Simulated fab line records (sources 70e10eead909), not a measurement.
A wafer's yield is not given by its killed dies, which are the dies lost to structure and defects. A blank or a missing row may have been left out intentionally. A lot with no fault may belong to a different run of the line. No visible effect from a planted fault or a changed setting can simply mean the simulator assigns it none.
fab line records / flow nandHarc / part 2 of 2: steps 5 to 6 of 6
[record] lots = 24 wafers = 72 lastDay = 33
route steps=1302 shown A_CONTACT@1019
lots that met no fault: taken from a fault-free run of the same line
startH: hours from the record's opening day to when the first of the lot's shown wafers began / waitH: hours since the lot's step before / " the same as in the row above / L1.1+2: several wafers, shown together as one row / - no value, or no start was given / * or withheld: withheld / < > ~ a bound
route shown NAME@n: names a module that has steps shown in the file, with the first one's number in the route / usual: average and standard deviation across the fault-free wafers / same: alike in all rows / chamber/n: place in a boat / sites: the reading at each site / _std_site: the standard deviation of these / _edge_site: the outer-site mean with the inner-site mean subtracted / radiusMm: how far each site lies from the wafer's centre / mask NAME#n: copy n / behind: the tool/chamber that last shaped the wafer / hold: why the lot went on hold/how many hours it stayed there/how the hold came to an end / device: names the non-switching transistor (n, p or np) / end of line: tests of these same wafers at the route's end / a step with no rows: only its recipe / killed: dies lost to structure and defects at the first sort, not the wafer's yield / map: a wafer's dies, x killed, . not, _ none there
set.NAME: the setting that was run; set.NAME@STEP: the one run at that earlier step / model.NAME: the simulator's own value behind a step, which no gauge read
steps of the route over a sample of lots; a table a step, a row a wafer
services: a tool's chamber out of use, with start hour (startH, from the record's first day; less than 0 if before it), hours out, and reason
[[steps]]
[step NHARC_A_CONTACT_CD_MEAS_80]
[usual] cdNm = 289.6/0.6
lot.wafer=L074.2 tool=cdSem-03 chamber=- startH=513.03 waitH=- cdNm=290.1
lot.wafer=L074.3 tool=cdSem-03 chamber=- startH=513.03 waitH=- cdNm=290.4
lot.wafer=L074.6 tool=cdSem-03 chamber=- startH=513.03 waitH=- cdNm=290.1
lot.wafer=L075.1 tool=cdSem-01 chamber=- startH=517.67 waitH=- cdNm=290.2
lot.wafer=L075.3 tool=cdSem-01 chamber=- startH=517.67 waitH=- cdNm=289.5
lot.wafer=L075.6 tool=cdSem-01 chamber=- startH=517.67 waitH=- cdNm=289.8
lot.wafer=L077.1 tool=cdSem-03 chamber=- startH=533.59 waitH=- cdNm=290.8
lot.wafer=L077.3 tool=cdSem-03 chamber=- startH=533.59 waitH=- cdNm=289.8
lot.wafer=L077.5 tool=cdSem-03 chamber=- startH=533.59 waitH=- cdNm=290.9
lot.wafer=L076.3 tool=cdSem-02 chamber=- startH=534.04 waitH=- cdNm=289.5
lot.wafer=L076.5 tool=cdSem-02 chamber=- startH=534.04 waitH=- cdNm=289.8
lot.wafer=L076.6 tool=cdSem-02 chamber=- startH=534.04 waitH=- cdNm=289.1
lot.wafer=L078.1 tool=cdSem-01 chamber=- startH=548.77 waitH=- cdNm=290.1
lot.wafer=L078.2 tool=cdSem-01 chamber=- startH=548.77 waitH=- cdNm=289.2
lot.wafer=L078.5 tool=cdSem-01 chamber=- startH=548.77 waitH=- cdNm=289.3
lot.wafer=L080.1 tool=cdSem-02 chamber=- startH=565.68 waitH=- cdNm=290.6
lot.wafer=L080.3 tool=cdSem-02 chamber=- startH=565.68 waitH=- cdNm=290.4
lot.wafer=L080.5 tool=cdSem-02 chamber=- startH=565.68 waitH=- cdNm=290.2
lot.wafer=L081.1 tool=cdSem-02 chamber=- startH=572.05 waitH=- cdNm=289.8
lot.wafer=L081.2 tool=cdSem-02 chamber=- startH=572.05 waitH=- cdNm=289.7
lot.wafer=L081.6 tool=cdSem-02 chamber=- startH=572.05 waitH=- cdNm=289.6
lot.wafer=L079.1 tool=cdSem-03 chamber=- startH=574.37 waitH=- cdNm=289.2
lot.wafer=L079.3 tool=cdSem-03 chamber=- startH=574.37 waitH=- cdNm=289.6
lot.wafer=L079.4 tool=cdSem-03 chamber=- startH=574.37 waitH=- cdNm=289.2
lot.wafer=L082.1 tool=cdSem-03 chamber=- startH=585.69 waitH=- cdNm=289.4
lot.wafer=L082.4 tool=cdSem-03 chamber=- startH=585.69 waitH=- cdNm=290.1
lot.wafer=L082.5 tool=cdSem-03 chamber=- startH=585.69 waitH=- cdNm=290.0
lot.wafer=L083.4 tool=cdSem-02 chamber=- startH=604.50 waitH=- cdNm=290.0
lot.wafer=L083.5 tool=cdSem-02 chamber=- startH=604.50 waitH=- cdNm=289.3
lot.wafer=L083.6 tool=cdSem-02 chamber=- startH=604.50 waitH=- cdNm=290.1
lot.wafer=L084.2 tool=cdSem-03 chamber=- startH=616.96 waitH=- cdNm=289.9
lot.wafer=L084.4 tool=cdSem-03 chamber=- startH=616.96 waitH=- cdNm=290.5
lot.wafer=L084.5 tool=cdSem-03 chamber=- startH=616.96 waitH=- cdNm=290.1
lot.wafer=L086.2 tool=cdSem-02 chamber=- startH=622.20 waitH=- cdNm=290.1
lot.wafer=L086.3 tool=cdSem-02 chamber=- startH=622.20 waitH=- cdNm=290.1
lot.wafer=L086.4 tool=cdSem-02 chamber=- startH=622.20 waitH=- cdNm=289.9
lot.wafer=L085.1 tool=cdSem-02 chamber=- startH=625.32 waitH=- cdNm=290.0
lot.wafer=L085.2 tool=cdSem-02 chamber=- startH=625.32 waitH=- cdNm=290.6
lot.wafer=L085.6 tool=cdSem-02 chamber=- startH=625.32 waitH=- cdNm=290.2
lot.wafer=L088.1 tool=cdSem-02 chamber=- startH=647.19 waitH=- cdNm=290.4
lot.wafer=L088.3 tool=cdSem-02 chamber=- startH=647.19 waitH=- cdNm=290.4
lot.wafer=L088.5 tool=cdSem-02 chamber=- startH=647.19 waitH=- cdNm=289.9
lot.wafer=L087.1 tool=cdSem-03 chamber=- startH=651.38 waitH=- cdNm=289.9
lot.wafer=L087.5 tool=cdSem-03 chamber=- startH=651.38 waitH=- cdNm=290.7
lot.wafer=L087.6 tool=cdSem-03 chamber=- startH=651.38 waitH=- cdNm=289.5
lot.wafer=L089.3 tool=cdSem-01 chamber=- startH=658.72 waitH=- cdNm=288.5
lot.wafer=L089.5 tool=cdSem-01 chamber=- startH=658.72 waitH=- cdNm=288.9
lot.wafer=L089.6 tool=cdSem-01 chamber=- startH=658.72 waitH=- cdNm=289.1
lot.wafer=L090.1 tool=cdSem-03 chamber=- startH=662.06 waitH=- cdNm=290.0
lot.wafer=L090.2 tool=cdSem-03 chamber=- startH=662.06 waitH=- cdNm=289.6
lot.wafer=L090.6 tool=cdSem-03 chamber=- startH=662.06 waitH=- cdNm=290.0
lot.wafer=L091.2 tool=cdSem-03 chamber=- startH=669.92 waitH=- cdNm=288.3
lot.wafer=L091.4 tool=cdSem-03 chamber=- startH=669.92 waitH=- cdNm=288.4
lot.wafer=L091.5 tool=cdSem-03 chamber=- startH=669.92 waitH=- cdNm=288.5
lot.wafer=L092.2 tool=cdSem-03 chamber=- startH=702.51 waitH=- cdNm=289.5
lot.wafer=L092.5 tool=cdSem-03 chamber=- startH=702.51 waitH=- cdNm=289.9
lot.wafer=L092.6 tool=cdSem-03 chamber=- startH=702.51 waitH=- cdNm=289.4
lot.wafer=L093.1 tool=cdSem-01 chamber=- startH=708.76 waitH=- cdNm=288.9
lot.wafer=L093.5 tool=cdSem-01 chamber=- startH=708.76 waitH=- cdNm=288.8
lot.wafer=L093.6 tool=cdSem-01 chamber=- startH=708.76 waitH=- cdNm=288.6
lot.wafer=L095.1 tool=cdSem-03 chamber=- startH=715.82 waitH=- cdNm=288.8
lot.wafer=L095.2 tool=cdSem-03 chamber=- startH=715.82 waitH=- cdNm=289.4
lot.wafer=L095.3 tool=cdSem-03 chamber=- startH=715.82 waitH=- cdNm=289.1
lot.wafer=L094.1 tool=cdSem-02 chamber=- startH=716.50 waitH=- cdNm=288.8
lot.wafer=L094.3 tool=cdSem-02 chamber=- startH=716.50 waitH=- cdNm=289.4
lot.wafer=L094.6 tool=cdSem-02 chamber=- startH=716.50 waitH=- cdNm=289.2
lot.wafer=L096.1 tool=cdSem-01 chamber=- startH=735.28 waitH=- cdNm=290.7
lot.wafer=L096.2 tool=cdSem-01 chamber=- startH=735.28 waitH=- cdNm=289.9
lot.wafer=L096.6 tool=cdSem-01 chamber=- startH=735.28 waitH=- cdNm=290.1
lot.wafer=L097.1 tool=cdSem-02 chamber=- startH=736.02 waitH=- cdNm=289.3
lot.wafer=L097.2 tool=cdSem-02 chamber=- startH=736.02 waitH=- cdNm=289.4
lot.wafer=L097.3 tool=cdSem-02 chamber=- startH=736.02 waitH=- cdNm=289.5
[step NHARC_A_CONTACT_STRIP_82]
[recipe] o2FlowSccm = 500 arFlowSccm = 0 biasW = 0 chemistry = O2
[usual] drypumpMotorCurrentA = 5.9/0.58 oesProductAu = 0.997/0.0098 rfVppV = 57.9/0.84 showerheadPlenumPTorr = 3.53/0.14 throttleValvePct = 17.036/0.0088
lot.wafer=L074.3 tool=rieDiel-03 chamber=0 startH=- waitH=- drypumpMotorCurrentA=6.6 oesProductAu=1.010 rfHoursCounterH=13 rfVppV=58.4 showerheadPlenumPTorr=3.63 throttleValvePct=17.038
lot.wafer=L074.2 tool=rieDiel-03 chamber=2 startH=- waitH=- drypumpMotorCurrentA=4.9 oesProductAu=0.999 rfHoursCounterH=14 rfVppV=57.2 showerheadPlenumPTorr=3.52 throttleValvePct=17.038
lot.wafer=L074.6 tool=rieDiel-03 chamber=0 startH=- waitH=- drypumpMotorCurrentA=6.5 oesProductAu=1.009 rfHoursCounterH=- rfVppV=57.5 showerheadPlenumPTorr=3.63 throttleValvePct=17.038
lot.wafer=L075.1 tool=rieDiel-04 chamber=0 startH=- waitH=- drypumpMotorCurrentA=4.8 oesProductAu=0.981 rfHoursCounterH=25 rfVppV=56.7 showerheadPlenumPTorr=3.40 throttleValvePct=17.042
lot.wafer=L075.3 tool=rieDiel-04 chamber=3 startH=- waitH=- drypumpMotorCurrentA=6.5 oesProductAu=1.011 rfHoursCounterH=26 rfVppV=59.2 showerheadPlenumPTorr=3.46 throttleValvePct=17.033
lot.wafer=L075.6 tool=rieDiel-04 chamber=0 startH=- waitH=- drypumpMotorCurrentA=4.8 oesProductAu=0.984 rfHoursCounterH=- rfVppV=57.7 showerheadPlenumPTorr=3.40 throttleValvePct=17.027
lot.wafer=L077.1 tool=rieDiel-05 chamber=1 startH=- waitH=- drypumpMotorCurrentA=6.1 oesProductAu=0.991 rfHoursCounterH=41 rfVppV=57.3 showerheadPlenumPTorr=3.30 throttleValvePct=17.038
lot.wafer=L077.3 tool=rieDiel-05 chamber=3 startH=- waitH=- drypumpMotorCurrentA=5.7 oesProductAu=1.002 rfHoursCounterH=34 rfVppV=58.0 showerheadPlenumPTorr=3.61 throttleValvePct=17.047
lot.wafer=L077.5 tool=rieDiel-05 chamber=1 startH=- waitH=- drypumpMotorCurrentA=6.1 oesProductAu=0.994 rfHoursCounterH=- rfVppV=57.8 showerheadPlenumPTorr=3.30 throttleValvePct=17.018
lot.wafer=L076.3 tool=rieDiel-05 chamber=1 startH=- waitH=- drypumpMotorCurrentA=6.1 oesProductAu=0.993 rfHoursCounterH=43 rfVppV=57.2 showerheadPlenumPTorr=3.30 throttleValvePct=17.035
lot.wafer=L076.6 tool=rieDiel-05 chamber=2 startH=- waitH=- drypumpMotorCurrentA=5.4 oesProductAu=0.993 rfHoursCounterH=- rfVppV=57.5 showerheadPlenumPTorr=3.50 throttleValvePct=17.026
lot.wafer=L076.5 tool=rieDiel-05 chamber=3 startH=- waitH=- drypumpMotorCurrentA=5.7 oesProductAu=0.989 rfHoursCounterH=- rfVppV=58.2 showerheadPlenumPTorr=3.61 throttleValvePct=17.030
lot.wafer=L078.1 tool=rieDiel-03 chamber=1 startH=- waitH=- drypumpMotorCurrentA=5.7 oesProductAu=0.984 rfHoursCounterH=23 rfVppV=57.0 showerheadPlenumPTorr=3.56 throttleValvePct=17.043
lot.wafer=L078.2 tool=rieDiel-03 chamber=2 startH=- waitH=- drypumpMotorCurrentA=5.0 oesProductAu=1.024 rfHoursCounterH=32 rfVppV=58.0 showerheadPlenumPTorr=3.51 throttleValvePct=17.025
lot.wafer=L078.5 tool=rieDiel-03 chamber=0 startH=- waitH=- drypumpMotorCurrentA=6.6 oesProductAu=1.011 rfHoursCounterH=- rfVppV=57.3 showerheadPlenumPTorr=3.62 throttleValvePct=17.045
lot.wafer=L080.1 tool=rieDiel-05 chamber=2 startH=- waitH=- drypumpMotorCurrentA=5.4 oesProductAu=0.993 rfHoursCounterH=43 rfVppV=58.6 showerheadPlenumPTorr=3.49 throttleValvePct=17.045
lot.wafer=L080.3 tool=rieDiel-05 chamber=3 startH=- waitH=- drypumpMotorCurrentA=5.8 oesProductAu=0.992 rfHoursCounterH=46 rfVppV=59.1 showerheadPlenumPTorr=3.61 throttleValvePct=17.026
lot.wafer=L080.5 tool=rieDiel-05 chamber=2 startH=- waitH=- drypumpMotorCurrentA=5.4 oesProductAu=0.996 rfHoursCounterH=- rfVppV=59.0 showerheadPlenumPTorr=3.49 throttleValvePct=17.038
lot.wafer=L081.1 tool=rieDiel-03 chamber=0 startH=- waitH=- drypumpMotorCurrentA=6.5 oesProductAu=1.001 rfHoursCounterH=33 rfVppV=56.7 showerheadPlenumPTorr=3.62 throttleValvePct=17.044
lot.wafer=L081.2 tool=rieDiel-03 chamber=1 startH=- waitH=- drypumpMotorCurrentA=5.7 oesProductAu=0.982 rfHoursCounterH=28 rfVppV=58.3 showerheadPlenumPTorr=3.55 throttleValvePct=17.039
lot.wafer=L081.6 tool=rieDiel-03 chamber=1 startH=- waitH=- drypumpMotorCurrentA=5.7 oesProductAu=0.983 rfHoursCounterH=- rfVppV=57.0 showerheadPlenumPTorr=3.55 throttleValvePct=17.042
lot.wafer=L079.3 tool=rieDiel-04 chamber=0 startH=- waitH=- drypumpMotorCurrentA=4.8 oesProductAu=0.998 rfHoursCounterH=7 rfVppV=57.6 showerheadPlenumPTorr=3.39 throttleValvePct=17.047
lot.wafer=L079.4 tool=rieDiel-04 chamber=1 startH=- waitH=- drypumpMotorCurrentA=6.5 oesProductAu=0.996 rfHoursCounterH=7 rfVppV=58.4 showerheadPlenumPTorr=3.79 throttleValvePct=17.035
lot.wafer=L079.1 tool=rieDiel-04 chamber=3 startH=- waitH=- drypumpMotorCurrentA=6.4 oesProductAu=0.997 rfHoursCounterH=5 rfVppV=57.7 showerheadPlenumPTorr=3.45 throttleValvePct=17.043
lot.wafer=L082.4 tool=rieDiel-04 chamber=0 startH=- waitH=- drypumpMotorCurrentA=4.9 oesProductAu=0.998 rfHoursCounterH=8 rfVppV=57.6 showerheadPlenumPTorr=3.39 throttleValvePct=17.025
lot.wafer=L082.1 tool=rieDiel-04 chamber=1 startH=- waitH=- drypumpMotorCurrentA=6.5 oesProductAu=0.985 rfHoursCounterH=8 rfVppV=57.9 showerheadPlenumPTorr=3.79 throttleValvePct=17.019
lot.wafer=L082.5 tool=rieDiel-04 chamber=3 startH=- waitH=- drypumpMotorCurrentA=6.5 oesProductAu=0.998 rfHoursCounterH=- rfVppV=57.3 showerheadPlenumPTorr=3.45 throttleValvePct=17.025
lot.wafer=L083.4 tool=rieDiel-03 chamber=1 startH=- waitH=- drypumpMotorCurrentA=5.7 oesProductAu=1.003 rfHoursCounterH=38 rfVppV=57.7 showerheadPlenumPTorr=3.55 throttleValvePct=17.048
lot.wafer=L083.6 tool=rieDiel-03 chamber=0 startH=- waitH=- drypumpMotorCurrentA=6.6 oesProductAu=1.012 rfHoursCounterH=- rfVppV=58.6 showerheadPlenumPTorr=3.61 throttleValvePct=17.043
lot.wafer=L083.5 tool=rieDiel-03 chamber=1 startH=- waitH=- drypumpMotorCurrentA=5.7 oesProductAu=1.012 rfHoursCounterH=- rfVppV=58.0 showerheadPlenumPTorr=3.55 throttleValvePct=17.050
lot.wafer=L084.2 tool=rieDiel-05 chamber=2 startH=- waitH=- drypumpMotorCurrentA=5.4 oesProductAu=0.993 rfHoursCounterH=6 rfVppV=56.3 showerheadPlenumPTorr=3.49 throttleValvePct=17.037
lot.wafer=L084.4 tool=rieDiel-05 chamber=3 startH=- waitH=- drypumpMotorCurrentA=5.7 oesProductAu=0.984 rfHoursCounterH=6 rfVppV=58.6 showerheadPlenumPTorr=3.60 throttleValvePct=17.031
lot.wafer=L084.5 tool=rieDiel-05 chamber=2 startH=- waitH=- drypumpMotorCurrentA=5.4 oesProductAu=0.982 rfHoursCounterH=- rfVppV=57.4 showerheadPlenumPTorr=3.49 throttleValvePct=17.032
lot.wafer=L086.4 tool=rieDiel-03 chamber=1 startH=- waitH=- drypumpMotorCurrentA=5.7 oesProductAu=1.000 rfHoursCounterH=42 rfVppV=59.1 showerheadPlenumPTorr=3.55 throttleValvePct=17.041
lot.wafer=L086.2 tool=rieDiel-03 chamber=2 startH=- waitH=- drypumpMotorCurrentA=4.9 oesProductAu=1.012 rfHoursCounterH=52 rfVppV=56.2 showerheadPlenumPTorr=3.50 throttleValvePct=17.034
lot.wafer=L086.3 tool=rieDiel-03 chamber=3 startH=- waitH=- drypumpMotorCurrentA=5.9 oesProductAu=1.005 rfHoursCounterH=51 rfVppV=58.1 showerheadPlenumPTorr=3.78 throttleValvePct=17.041
lot.wafer=L085.1 tool=rieDiel-04 chamber=3 startH=- waitH=- drypumpMotorCurrentA=6.5 oesProductAu=1.001 rfHoursCounterH=12 rfVppV=57.9 showerheadPlenumPTorr=3.45 throttleValvePct=17.024
lot.wafer=L085.2 tool=rieDiel-04 chamber=0 startH=- waitH=- drypumpMotorCurrentA=4.9 oesProductAu=0.986 rfHoursCounterH=15 rfVppV=58.5 showerheadPlenumPTorr=3.39 throttleValvePct=17.028
lot.wafer=L085.6 tool=rieDiel-04 chamber=2 startH=- waitH=- drypumpMotorCurrentA=6.4 oesProductAu=1.009 rfHoursCounterH=- rfVppV=58.0 showerheadPlenumPTorr=3.49 throttleValvePct=17.044
lot.wafer=L088.3 tool=rieDiel-04 chamber=1 startH=- waitH=- drypumpMotorCurrentA=6.5 oesProductAu=0.985 rfHoursCounterH=18 rfVppV=58.7 showerheadPlenumPTorr=3.78 throttleValvePct=17.048
lot.wafer=L088.1 tool=rieDiel-04 chamber=2 startH=- waitH=- drypumpMotorCurrentA=6.4 oesProductAu=1.006 rfHoursCounterH=19 rfVppV=57.0 showerheadPlenumPTorr=3.49 throttleValvePct=17.028
lot.wafer=L088.5 tool=rieDiel-04 chamber=0 startH=- waitH=- drypumpMotorCurrentA=4.8 oesProductAu=1.002 rfHoursCounterH=- rfVppV=58.1 showerheadPlenumPTorr=3.38 throttleValvePct=17.039
lot.wafer=L087.1 tool=rieDiel-04 chamber=2 startH=- waitH=- drypumpMotorCurrentA=6.4 oesProductAu=0.996 rfHoursCounterH=19 rfVppV=58.3 showerheadPlenumPTorr=3.49 throttleValvePct=17.040
lot.wafer=L087.5 tool=rieDiel-04 chamber=1 startH=- waitH=- drypumpMotorCurrentA=6.5 oesProductAu=0.986 rfHoursCounterH=- rfVppV=59.8 showerheadPlenumPTorr=3.78 throttleValvePct=17.032
lot.wafer=L087.6 tool=rieDiel-04 chamber=2 startH=- waitH=- drypumpMotorCurrentA=6.4 oesProductAu=0.998 rfHoursCounterH=- rfVppV=56.6 showerheadPlenumPTorr=3.49 throttleValvePct=17.057
lot.wafer=L089.3 tool=rieDiel-05 chamber=3 startH=- waitH=- drypumpMotorCurrentA=5.7 oesProductAu=0.982 rfHoursCounterH=20 rfVppV=59.6 showerheadPlenumPTorr=3.59 throttleValvePct=17.044
lot.wafer=L089.6 tool=rieDiel-05 chamber=0 startH=- waitH=- drypumpMotorCurrentA=5.7 oesProductAu=0.987 rfHoursCounterH=- rfVppV=57.7 showerheadPlenumPTorr=3.45 throttleValvePct=17.033
lot.wafer=L089.5 tool=rieDiel-05 chamber=1 startH=- waitH=- drypumpMotorCurrentA=6.1 oesProductAu=0.981 rfHoursCounterH=- rfVppV=57.2 showerheadPlenumPTorr=3.28 throttleValvePct=17.043
lot.wafer=L090.1 tool=rieDiel-04 chamber=0 startH=- waitH=- drypumpMotorCurrentA=4.8 oesProductAu=0.998 rfHoursCounterH=21 rfVppV=56.6 showerheadPlenumPTorr=3.38 throttleValvePct=17.036
lot.wafer=L090.2 tool=rieDiel-04 chamber=3 startH=- waitH=- drypumpMotorCurrentA=6.5 oesProductAu=1.006 rfHoursCounterH=19 rfVppV=58.2 showerheadPlenumPTorr=3.44 throttleValvePct=17.034
lot.wafer=L090.6 tool=rieDiel-04 chamber=0 startH=- waitH=- drypumpMotorCurrentA=4.8 oesProductAu=0.996 rfHoursCounterH=- rfVppV=57.2 showerheadPlenumPTorr=3.38 throttleValvePct=17.040
lot.wafer=L091.4 tool=rieDiel-04 chamber=0 startH=- waitH=- drypumpMotorCurrentA=4.8 oesProductAu=0.989 rfHoursCounterH=21 rfVppV=58.9 showerheadPlenumPTorr=3.38 throttleValvePct=17.037
lot.wafer=L091.2 tool=rieDiel-04 chamber=3 startH=- waitH=- drypumpMotorCurrentA=6.5 oesProductAu=1.004 rfHoursCounterH=22 rfVppV=57.9 showerheadPlenumPTorr=3.44 throttleValvePct=17.046
lot.wafer=L091.5 tool=rieDiel-04 chamber=0 startH=- waitH=- drypumpMotorCurrentA=4.8 oesProductAu=0.992 rfHoursCounterH=- rfVppV=58.1 showerheadPlenumPTorr=3.38 throttleValvePct=17.035
lot.wafer=L092.2 tool=rieDiel-04 chamber=3 startH=- waitH=- drypumpMotorCurrentA=6.5 oesProductAu=0.992 rfHoursCounterH=27 rfVppV=57.8 showerheadPlenumPTorr=3.44 throttleValvePct=17.031
lot.wafer=L092.5 tool=rieDiel-04 chamber=2 startH=- waitH=- drypumpMotorCurrentA=6.4 oesProductAu=0.999 rfHoursCounterH=- rfVppV=57.9 showerheadPlenumPTorr=3.48 throttleValvePct=17.015
lot.wafer=L092.6 tool=rieDiel-04 chamber=3 startH=- waitH=- drypumpMotorCurrentA=6.5 oesProductAu=1.000 rfHoursCounterH=- rfVppV=56.0 showerheadPlenumPTorr=3.44 throttleValvePct=17.035
lot.wafer=L093.1 tool=rieDiel-05 chamber=2 startH=- waitH=- drypumpMotorCurrentA=5.4 oesProductAu=1.001 rfHoursCounterH=40 rfVppV=56.1 showerheadPlenumPTorr=3.47 throttleValvePct=17.043
lot.wafer=L093.6 tool=rieDiel-05 chamber=0 startH=- waitH=- drypumpMotorCurrentA=5.7 oesProductAu=1.006 rfHoursCounterH=- rfVppV=58.4 showerheadPlenumPTorr=3.44 throttleValvePct=17.023
lot.wafer=L093.5 tool=rieDiel-05 chamber=2 startH=- waitH=- drypumpMotorCurrentA=5.4 oesProductAu=0.994 rfHoursCounterH=- rfVppV=58.7 showerheadPlenumPTorr=3.47 throttleValvePct=17.026
lot.wafer=L095.3 tool=rieDiel-03 chamber=0 startH=- waitH=- drypumpMotorCurrentA=6.5 oesProductAu=0.999 rfHoursCounterH=26 rfVppV=57.6 showerheadPlenumPTorr=3.59 throttleValvePct=17.033
lot.wafer=L095.2 tool=rieDiel-03 chamber=2 startH=- waitH=- drypumpMotorCurrentA=5.0 oesProductAu=1.003 rfHoursCounterH=27 rfVppV=57.3 showerheadPlenumPTorr=3.48 throttleValvePct=17.036
lot.wafer=L095.1 tool=rieDiel-03 chamber=3 startH=- waitH=- drypumpMotorCurrentA=5.9 oesProductAu=0.990 rfHoursCounterH=23 rfVppV=58.0 showerheadPlenumPTorr=3.76 throttleValvePct=17.037
lot.wafer=L094.1 tool=rieDiel-03 chamber=3 startH=- waitH=- drypumpMotorCurrentA=5.9 oesProductAu=0.990 rfHoursCounterH=23 rfVppV=58.5 showerheadPlenumPTorr=3.76 throttleValvePct=17.058
lot.wafer=L094.3 tool=rieDiel-03 chamber=0 startH=- waitH=- drypumpMotorCurrentA=6.5 oesProductAu=0.991 rfHoursCounterH=26 rfVppV=58.0 showerheadPlenumPTorr=3.59 throttleValvePct=17.027
lot.wafer=L094.6 tool=rieDiel-03 chamber=2 startH=- waitH=- drypumpMotorCurrentA=5.0 oesProductAu=1.006 rfHoursCounterH=- rfVppV=57.9 showerheadPlenumPTorr=3.48 throttleValvePct=17.039
lot.wafer=L096.2 tool=rieDiel-05 chamber=2 startH=- waitH=- drypumpMotorCurrentA=5.4 oesProductAu=1.002 rfHoursCounterH=51 rfVppV=57.6 showerheadPlenumPTorr=3.46 throttleValvePct=17.041
lot.wafer=L096.1 tool=rieDiel-05 chamber=3 startH=- waitH=- drypumpMotorCurrentA=5.7 oesProductAu=0.991 rfHoursCounterH=44 rfVppV=57.6 showerheadPlenumPTorr=3.58 throttleValvePct=17.035
lot.wafer=L096.6 tool=rieDiel-05 chamber=1 startH=- waitH=- drypumpMotorCurrentA=6.2 oesProductAu=0.980 rfHoursCounterH=- rfVppV=56.5 showerheadPlenumPTorr=3.26 throttleValvePct=17.015
lot.wafer=L097.2 tool=rieDiel-05 chamber=3 startH=- waitH=- drypumpMotorCurrentA=5.7 oesProductAu=0.992 rfHoursCounterH=44 rfVppV=58.1 showerheadPlenumPTorr=3.58 throttleValvePct=17.029
lot.wafer=L097.1 tool=rieDiel-05 chamber=0 startH=- waitH=- drypumpMotorCurrentA=5.7 oesProductAu=0.995 rfHoursCounterH=49 rfVppV=57.6 showerheadPlenumPTorr=3.44 throttleValvePct=17.029
lot.wafer=L097.3 tool=rieDiel-05 chamber=1 startH=- waitH=- drypumpMotorCurrentA=6.2 oesProductAu=0.986 rfHoursCounterH=51 rfVppV=58.5 showerheadPlenumPTorr=3.26 throttleValvePct=17.049
[[services]]
tool=rieDiel-04 chamber=0 startH=486.44 hours=- kind=clean
tool=rieDiel-04 chamber=1 startH=486.44 hours=- kind=clean
tool=rieDiel-04 chamber=2 startH=486.44 hours=- kind=clean
tool=rieDiel-04 chamber=3 startH=486.44 hours=- kind=clean
tool=harCapEtch-02 chamber=- startH=495.24 hours=1.5 kind=repair
tool=harCapEtch-01 chamber=- startH=497.00 hours=17.0 kind=pm
tool=rieDiel-04 chamber=1 startH=502.51 hours=8.2 kind=repair
tool=rieDiel-03 chamber=1 startH=502.74 hours=20.3 kind=repair
tool=rieDiel-04 chamber=0 startH=510.94 hours=- kind=clean
tool=rieDiel-04 chamber=1 startH=510.94 hours=- kind=clean
tool=rieDiel-04 chamber=2 startH=510.94 hours=- kind=clean
tool=rieDiel-04 chamber=3 startH=510.94 hours=- kind=clean
tool=rieDiel-04 chamber=- startH=531.90 hours=9.0 kind=pm
tool=rieDiel-04 chamber=3 startH=553.18 hours=5.9 kind=repair
tool=rieDiel-04 chamber=- startH=581.88 hours=0.7 kind=repair
tool=rieDiel-05 chamber=- startH=584.74 hours=9.0 kind=pm
tool=rieDiel-03 chamber=0 startH=606.54 hours=6.3 kind=repair
tool=rieDiel-04 chamber=1 startH=637.44 hours=7.2 kind=repair
tool=rieDiel-03 chamber=- startH=638.00 hours=9.0 kind=pm
tool=rieDiel-05 chamber=- startH=650.31 hours=0.5 kind=repair
tool=rieDiel-04 chamber=0 startH=663.33 hours=5.6 kind=repair
tool=rieDiel-04 chamber=0 startH=674.89 hours=6.6 kind=repair
tool=rieDiel-05 chamber=1 startH=698.23 hours=15.0 kind=repair
tool=rieDiel-03 chamber=2 startH=723.05 hours=8.7 kind=repair
